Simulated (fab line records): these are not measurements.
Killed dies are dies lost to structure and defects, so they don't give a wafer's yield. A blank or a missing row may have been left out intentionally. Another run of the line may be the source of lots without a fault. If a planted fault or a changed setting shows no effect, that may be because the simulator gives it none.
Chamber matching + flow nand-harc + 4 sister chambers for NHARC_P_ZERO_WELL_ETCH_65 on rie-diel-12
The step etches the open film in N2/H2, target depth 80 nm, overetch 24 nm, time 87.88 s. 20 wafers are shown with their chamber, then 10 later ones without.

## WAFERS PAIRED WITH THEIR CHAMBERS
| wafer  | chamber | showerhead-plenum-p-Torr (Torr) | rf-vpp-V (V) | oes-product-au (a.u.) |
|--------|---------|---------------------------------|--------------|-----------------------|
| L074.2 | 0       | 2.06                            | 431.0        | 0.996                 |
| L074.4 | 3       | 2.02                            | 429.9        | 0.992                 |
| L074.6 | 3       | 2.02                            | 429.9        | 0.997                 |
| L077.1 | 0       | 2.06                            | 432.1        | 1.004                 |
| L077.2 | 3       | 2.02                            | 429.6        | 1.004                 |
| L077.4 | 1       | 2.14                            | 433.2        | 0.994                 |
| L082.1 | 1       | 2.14                            | 433.5        | 0.999                 |
| L082.4 | 0       | 2.05                            | 432.0        | 1.007                 |
| L082.5 | 2       | 2.02                            | 430.3        | 1.007                 |
| L083.1 | 1       | 2.13                            | 434.6        | 1.000                 |
| L083.2 | 3       | 2.02                            | 430.0        | 0.997                 |
| L083.5 | 2       | 2.02                            | 430.1        | 1.003                 |
| L084.1 | 3       | 2.01                            | 429.1        | 1.003                 |
| L084.2 | 0       | 2.05                            | 430.9        | 1.005                 |
| L084.6 | 0       | 2.05                            | 431.5        | 1.008                 |
| L085.1 | 3       | 2.01                            | 430.4        | 1.007                 |
| L085.2 | 0       | 2.05                            | 430.4        | 1.008                 |
| L085.5 | 3       | 2.01                            | 429.9        | 1.001                 |
| L089.1 | 2       | 2.01                            | 430.9        | 1.008                 |
| L089.3 | 1       | 2.13                            | 431.4        | 0.998                 |

SIGNATURES, as means of the wafers listed above
| reading                  | chamber 0 | chamber 1 | chamber 2 | chamber 3 | scatter within a chamber |
|--------------------------|-----------|-----------|-----------|-----------|--------------------------|
| showerhead-plenum-p-Torr | 2.0533    | 2.1350    | 2.0167    | 2.0157    | 0.00543                  |
| rf-vpp-V                 | 431.317   | 433.175   | 430.433   | 429.829   | 0.742                    |
| oes-product-au           | 1.00467   | 0.99775   | 1.00600   | 1.00014   | 0.00429                  |
Rule: a wafer's distance from a chamber is the root of the sum, over the readings, of the square of ((its reading less the chamber's mean) divided by the reading's scatter). If the next closest chamber is less than 2 further off than the closest, the wafer can't be placed; otherwise it belongs to the closest. How the scatter is found: for the shown wafers, subtract from each reading the mean of its chamber, square and add these, divide the total by (wafers less chambers), then take the root.

## WAFERS WHOSE CHAMBER IS MISSING
| wafer  | showerhead-plenum-p-Torr (Torr) | rf-vpp-V (V) | oes-product-au (a.u.) |
|--------|---------------------------------|--------------|-----------------------|
| L089.6 | 2.01                            | 429.3        | 1.003                 |
| L093.1 | 2.12                            | 432.7        | 0.996                 |
| L093.3 | 2.00                            | 429.1        | 1.007                 |
| L093.4 | 2.04                            | 432.6        | 1.012                 |
| L094.3 | 2.04                            | 430.1        | 1.005                 |
| L094.5 | 2.00                            | 430.6        | 1.017                 |
| L094.6 | 2.01                            | 429.1        | 1.009                 |
| L095.1 | 2.00                            | 430.9        | 1.002                 |
| L095.2 | 2.01                            | 430.5        | 1.002                 |
| L095.3 | 2.12                            | 433.5        | 1.003                 |

## WHICH CHAMBER EACH ONE RAN IN
| wafer  | from the rows above          | in truth |
|--------|------------------------------|----------|
| L089.6 | can't be placed: 3 or 2      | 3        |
| L093.1 | 1                            | 1        |
| L093.3 | can't be placed: 3 or 2      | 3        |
| L093.4 | can't be placed: 0 or 2      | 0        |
| L094.3 | can't be placed: 0 or 2 or 3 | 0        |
| L094.5 | can't be placed: 2 or 3      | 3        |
| L094.6 | can't be placed: 2 or 3      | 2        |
| L095.1 | can't be placed: 3 or 2      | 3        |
| L095.2 | can't be placed: 3 or 2      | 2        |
| L095.3 | 1                            | 1        |
Placed correctly: 2 of 10. Cannot be placed on the basis of these rows: 8; the candidates contain the true chamber in 8. Number placed wrongly: 0.
